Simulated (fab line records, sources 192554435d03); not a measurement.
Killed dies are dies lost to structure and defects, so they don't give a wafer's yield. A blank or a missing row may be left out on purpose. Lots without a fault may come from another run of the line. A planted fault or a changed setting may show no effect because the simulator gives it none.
Chamber matching | flow n5_finfet | N5_BEOL_M5_DESCUM_16 on rie_diel-06: 4 sister chambers
The step chemistry O2, time 7 s. 8 wafers are shown with their chamber, then 7 later ones without.

WAFERS WITH THEIR CHAMBER
wafer  | chamber | showerhead_plenum_p_Torr (Torr) | oes_product_au (a.u.)
L078.3 | 1       | 1.98                            | 0.71
L080.2 | 3       | 2.07                            | 0.90
L080.4 | 0       | 2.14                            | 0.87
L080.5 | 1       | 1.98                            | 0.71
L079.2 | 0       | 2.14                            | 0.88
L079.6 | 2       | 2.17                            | 0.76
L083.1 | 3       | 2.06                            | 0.90
L083.4 | 2       | 2.16                            | 0.75

WAFERS WITHOUT THEIR CHAMBER
wafer  | showerhead_plenum_p_Torr (Torr) | oes_product_au (a.u.)
L083.5 | 1.98                            | 0.72
L087.1 | 1.98                            | 0.71
L087.4 | 2.16                            | 0.75
L087.6 | 2.16                            | 0.75
L095.1 | 2.12                            | 0.83
L095.3 | 2.16                            | 0.72
L095.6 | 2.12                            | 0.82

WHICH CHAMBER EACH WENT THROUGH
wafer  | from the rows above | in truth
L083.5 | 1                   | 1
L087.1 | 1                   | 1
L087.4 | 2                   | 2
L087.6 | 2                   | 2
L095.1 | 0                   | 0
L095.3 | 2                   | 2
L095.6 | 0                   | 0
Placed correctly: 7 of 7. Can't be placed from these rows: 0. Placed wrongly: 0.
How it was worked out, from the rows above alone: a wafer's distance from a chamber is the root of the sum, over the readings, of the square of ((its reading less the chamber's mean) divided by the reading's scatter). The wafer belongs to the nearest chamber; if the next one is less than 2 further off, it can't be placed. A chamber's mean is the mean of its shown wafers. The scatter: the root of (the sum of the squares of (reading less its chamber's mean) over the shown wafers, divided by (wafers less chambers)).
